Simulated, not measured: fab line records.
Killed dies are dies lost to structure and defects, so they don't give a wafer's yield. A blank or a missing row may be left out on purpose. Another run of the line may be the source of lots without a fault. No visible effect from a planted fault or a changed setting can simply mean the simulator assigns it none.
A lot that was struck, set against a sound lot || flow n5 finfet || 44 out of 1938 route steps
Sound: these wafers, L890.3, L890.4, L890.5. Wafers L883.1, L883.2, L883.6 were the ones struck. Last of all comes the cause.
For every step that has rows: the tool of each side, followed by ch and its chambers, followed by its first start. Under that, the readings that differ: sound wafers || struck wafers || difference of the means || sigmas: that difference in standard deviations of wafers without a fault.
alike: words and numbers the same on both sides, and readings whose means are apart by under 2 such deviations; not compared: readings that were withheld, readings missing a value for some wafer, numbers with overlapping values and no deviation given by the record, and bounds like >300 which may hide the same value.
Wherever a step has rows on one side only, a row that says differs or no value, or a row with sigmas, the two part there. Numbers that don't overlap but have no deviation are shown without sigmas and don't part them. A reading that every wafer of one side lacks parts them only if that side has two wafers or more.

first, 7 steps without rows for these wafers: N5_WELL_APT_COAT_02 (resist thk 950 nm); N5_WELL_APT_EBR_04; N5_WELL_APT_SOFTBAKE_03 (time 60 s); N5_WELL_APT_EXPOSE_05 (exposes mask NWELL, defocus 0 nm, target cd 200 nm); N5_WELL_APT_PEB_06 (peb time 90 s); N5_WELL_APT_DEVELOP_07 (develop time 45 s); N5_WELL_APT_HARDBAKE_12 (time 120 s).
N5_WELL_APT_CD_MEAS_08: the cd target is 200 nm.
  sound on cd sem-02 ch 0, day 5 13:41; struck on cd sem-03 ch 0, day 3 19:42
  alike: cd nm
N5_WELL_APT_OVL_MEAS_09:
  sound on overlay-01 ch 0, day 5 13:43; struck on overlay-02 ch 0, day 3 19:44
  alike: NWELL_OVL
N5_WELL_APT_INSPECT_10: inspects for defects (macro).
  sound on defect inspect-02 at day 5 13:44; struck on defect inspect-02 at day 3 19:45
  alike: raw defect count
N5_WELL_APT_DESCUM_13: chemistry O2, time 7.9 s.
  sound on rie diel-02 ch 0,1, day 5 13:49; struck on rie diel-05 ch 0,2, day 3 19:47
  alike: drypump motor current A, oes product au, rf vpp V, showerhead plenum p Torr, throttle valve pct
  not compared: rf hours counter h
after that, 1 step had no rows for these wafers: N5_WELL_APT_IMPLANT_14.
N5_WELL_APT_IMPLANT_15:
  sound on implanter-02 ch 0, day 5 14:09; struck on implanter-01 ch 0, day 3 20:04
{"reading": "dose ions cm2", "sound": "1.497e+13 1.4978e+13 1.4981e+13", "struck": "3.885e+12 3.891e+12 3.884e+12", "difference": -1.109e+13, "sigmas": "-99 or more"}
{"reading": "faraday current uA", "sound": "186 190 185", "struck": "50 49 49", "difference": -138, "sigmas": -34}
  alike: tilt deg
then, 9 steps without rows for these wafers: N5_WELL_APT_STRIP_16 (strips in SPM, time 900 s); N5_WELL_APT_HMDS_18 (time 60 s); N5_WELL_APT_COAT_19 (resist thk 950 nm); N5_WELL_APT_EBR_21; N5_WELL_APT_SOFTBAKE_20 (time 60 s); N5_WELL_APT_EXPOSE_22 (exposes mask PWELL, defocus 0 nm, target cd 200 nm); N5_WELL_APT_PEB_23 (peb time 90 s); N5_WELL_APT_DEVELOP_24 (develop time 45 s); N5_WELL_APT_HARDBAKE_29 (time 120 s).
N5_WELL_APT_CD_MEAS_25: the cd target is 200 nm.
  sound on cd sem-01 ch 0, day 5 15:11; struck on cd sem-02 ch 0, day 3 20:53
  alike: cd nm
N5_WELL_APT_OVL_MEAS_26:
  sound on overlay-02 ch 0, day 5 15:13; struck on overlay-01 ch 0, day 3 20:55
  alike: PWELL_OVL
N5_WELL_APT_INSPECT_27: inspects for defects (macro).
  sound on defect inspect-01 at day 5 15:15; struck on defect inspect-01 at day 3 20:56
  alike: raw defect count
N5_WELL_APT_DESCUM_30: chemistry O2, time 7.9 s.
  sound on rie diel-02 ch 0,1,2, day 5 15:19; struck on rie diel-03 ch 0,2,3, day 3 20:58
  alike: drypump motor current A, oes product au, rf vpp V, showerhead plenum p Torr, throttle valve pct
  not compared: rf hours counter h
then, 3 steps without rows for these wafers: N5_WELL_APT_IMPLANT_31; N5_WELL_APT_IMPLANT_32; N5_WELL_APT_STRIP_33 (strips in SPM, time 900 s).
N5_WELL_APT_RTA_34: time 10 s.
  sound on rtp anneal-02 ch 0, day 5 16:07; struck on rtp anneal-01 ch 0, day 3 21:45
  alike: anneal temp c max, lamp power pct, wafer_temp_C_max
then, 4 steps without rows for these wafers: N5_WELL_APT_OXIDE_STRIP_42 (strips SiO2 in dHF, time 45 s, target depth 12 nm); N5_WELL_APT_PRECLEAN_36 (cleans in O3/DIW, time 45 s); N5_WELL_APT_PRECLEAN_39 (cleans in dHF, time 60 s); N5_WELL_APT_SRD_37 (time 30 s).
N5_WELL_APT_EPI_41: deposits Si from SiH4/H2, target thk 50 nm, time 297.7 s.
  sound on epi rpcvd-03 ch 0, day 5 16:31; struck on epi rpcvd-02 ch 0, day 3 22:18
  alike: chamber pressure Torr, throttle valve pct
N5_WELL_APT_INSPECT_38: inspects for defects (darkfield).
  sound on defect inspect-02 at day 5 16:58; struck on defect inspect-02 at day 3 23:46
  alike: raw defect count
N5_PMOS_HMC_CHANNEL_EPI_HM_DEP_34: deposits SiO2 from TEOS/O2, target thk 36 nm, time 6.9 s.
  sound on pecvd-04 ch 1,2, day 5 16:59; struck on pecvd-01 ch 0,2, day 3 23:47
  alike: chamber pressure Torr, heater power w, showerhead plenum p Torr, throttle valve pct
then, 5 steps without rows for these wafers: N5_PMOS_HMC_CHANNEL_EPI_COAT_31 (time 60 s, resist thk 66 nm); N5_PMOS_HMC_CHANNEL_EPI_COAT_03 (resist thk 205 nm); N5_PMOS_HMC_CHANNEL_EPI_EBR_05; N5_PMOS_HMC_CHANNEL_EPI_SOFTBAKE_04 (time 60 s); N5_PMOS_HMC_CHANNEL_EPI_EXPOSE_06 (exposes mask PMOS HMC BLK, target cd 240 nm).
-- the record jumps here: 6 days lie between the struck wafers' starts before and after (it left off in module PMOS_HMC_CHANNEL_EPI and takes up again in module BEOL_M4, whose first step shown is number 1111 of the route) --
N5_BEOL_M4_RC_MEAS_101:
  sound on prober-01 ch 0, day 12 02:52; struck on prober-01 ch 0, day 10 02:40
{"reading": "CJ_P", "sound": "6.14 5.99 6.05", "struck": "2.97 2.96 2.94", "difference": -3.10, "sigmas": -16}
{"reading": "ION_P (uA/um)", "sound": "462 463 452", "struck": "478 477 475", "difference": "+18", "sigmas": "+2"}
  alike: DIBL_N, DIBL_P, IOFF_N, IOFF_P, ION_N, SS_N, SS_P, VT_N, VT_P
after that, 1 step had no rows for these wafers: N5_PASSIVATION_PROBE_49.

## WHERE THEY PART
Earliest at N5_WELL_APT_IMPLANT_15; latest, in this record, at N5_BEOL_M4_RC_MEAS_101.

WHY: what had been put in by the simulator
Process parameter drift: implanter-01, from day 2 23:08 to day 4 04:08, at N5_WELL_APT_IMPLANT_15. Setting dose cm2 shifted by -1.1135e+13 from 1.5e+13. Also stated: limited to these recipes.
